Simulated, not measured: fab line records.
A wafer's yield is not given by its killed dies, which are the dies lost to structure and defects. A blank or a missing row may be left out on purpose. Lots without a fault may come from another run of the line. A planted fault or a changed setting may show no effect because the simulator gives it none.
3 desks looking at one fault	flow n5_finfet	each desk holds nothing but its own numbers, with what lay behind them at the end

## THE DEFECT DESK
Per lot, the means of the sampled wafers with a number show what the inspections along the route counted. A lot is out of limits, marked OUT, if its mean lies more than 4 standard deviations from the usual mean; the brackets give that distance.
Columns: A = raw_defect_count at N5_GATE_CUT_INSPECT_15, usual 124
lot	first seen here	A
L117	day 7 01:31	99
L121	day 8 01:25	143
L122	day 8 05:27	90
L125	day 9 05:02	186
L126	day 9 07:43	134
L127	day 9 14:55	156
L130	day 10 10:09	146
This desk's finding: nothing out of limits on any of the 7 lots.

## DESK OF THE TOOL OWNER: euv_scanner-01
The tool's own readings at N5_GATE_CUT_EXPOSE_10 (exposes mask GATE CUT, target cd 20 nm): means of the sampled wafers that have a number, for each lot that ran on this tool. A lot is out of limits, marked OUT, if its mean lies more than 4 standard deviations from the usual mean; the brackets give that distance.
Columns: A = exposure_dose_mJ_cm2 at N5_GATE_CUT_EXPOSE_10, usual 43.15
lot	first seen here	A
L121	day 8 01:11	43.14
L125	day 9 04:49	45.03 (+36) OUT
L126	day 9 07:31	44.61 (+28) OUT
L127	day 9 14:42	44.35 (+23) OUT
This desk finds L125, L126, L127 out of limits, L125 being first, at day 9 04:49 (exposure_dose_mJ_cm2 at N5_GATE_CUT_EXPOSE_10). Within limits: L121.

## THE METROLOGY DESK
What the gauges read, lot by lot, whatever tool the lot ran on: means of the sampled wafers that have a number. A lot is out of limits, marked OUT, if its mean lies more than 4 standard deviations from the usual mean; the brackets give that distance.
Columns: A = cd_nm at N5_GATE_CUT_CD_MEAS_13, usual 20.02 nm; B = GATE_CUT_OVL at N5_GATE_CUT_OVL_MEAS_14, usual 0.1 nm
lot	first seen here	A	B
L117	day 7 01:25	20.17	0.4
L121	day 8 01:19	19.87	0.0
L122	day 8 05:22	20.23	-0.3
L125	day 9 04:57	20.66	0.4
L126	day 9 07:38	20.54	0.5
L127	day 9 14:49	20.53	0.6
L130	day 10 10:04	20.04	-0.3
This desk's finding: nothing out of limits on any of the 7 lots.

## PUT TOGETHER
On L125, L126, L127, at day 9 04:49, an alarm was possible from the tool owner's desk.
Nothing the defect desk looked at was out of limits.
Metrology desk: nothing out of limits seen.
The defect desk has L125, L126, L127 on record, within its limits.
The metrology desk holds a record of L125, L126, L127, inside its limits.
All the named lots went through N5_GATE_CUT_EXPOSE_10 on euv_scanner-01.

## WHAT WAS PUT IN BY THE SIMULATOR
Drift in process parameters on euv_scanner-01 at N5_GATE_CUT_EXPOSE_10, starting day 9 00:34. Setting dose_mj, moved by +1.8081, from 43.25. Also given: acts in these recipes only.
Shown lots that were struck: L125, L126, L127.
Delay in hours, fault start to first out-of-limits reading, by desk: the tool owner's desk at 4.
